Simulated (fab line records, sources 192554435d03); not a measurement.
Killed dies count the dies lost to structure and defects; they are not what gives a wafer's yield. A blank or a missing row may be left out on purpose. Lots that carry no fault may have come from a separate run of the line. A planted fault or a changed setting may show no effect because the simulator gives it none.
Chamber matching	flow n5Finfet	N5_SD_EPI_P_ETCH_47 on rieDiel-01: 4 sister chambers
The step etches SiOCN in CH3F/O2, target depth 25 nm. 8 wafers are shown with their chamber, then 7 later ones without.

## WAFERS WITH THEIR CHAMBER
wafer	chamber	throttleValvePct (%)	drypumpMotorCurrentA (A)
L534.2	1	16.78	6.28
L534.3	3	16.19	5.56
L534.6	2	16.17	5.61
L536.2	0	15.98	5.67
L536.3	2	16.19	5.62
L536.4	1	16.78	6.20
L538.1	3	16.19	5.56
L538.4	0	15.96	5.68

## WAFERS WITH NO CHAMBER GIVEN
wafer	throttleValvePct (%)	drypumpMotorCurrentA (A)
L538.5	16.21	5.55
L539.1	16.22	5.58
L539.2	16.18	5.61
L539.4	16.80	6.23
L540.3	15.99	5.65
L540.4	16.20	5.56
L540.5	16.22	5.54

## CHAMBER TAKEN BY EACH
wafer	from the rows above	in truth
L538.5	can't be placed: 3 or 2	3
L539.1	can't be placed: 3 or 2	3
L539.2	can't be placed: 2 or 3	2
L539.4	1	1
L540.3	0	0
L540.4	can't be placed: 3 or 2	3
L540.5	can't be placed: 3 or 2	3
2 of 7 placed correctly. Cannot be placed on the basis of these rows: 5; the candidates contain the true chamber in 5. 0 placed wrongly.
How it was worked out, from the rows above alone: a wafer's distance from a chamber is the root of the sum, over the readings, of the square of ((its reading less the chamber's mean) divided by the reading's scatter). If the next closest chamber is less than 2 further off than the closest, the wafer can't be placed; otherwise it belongs to the closest. The mean given for a chamber averages the wafers shown for that chamber. The scatter is the square root of a quotient: the sum, over the shown wafers, of each reading's squared deviation from its chamber's mean, divided by wafers minus chambers.
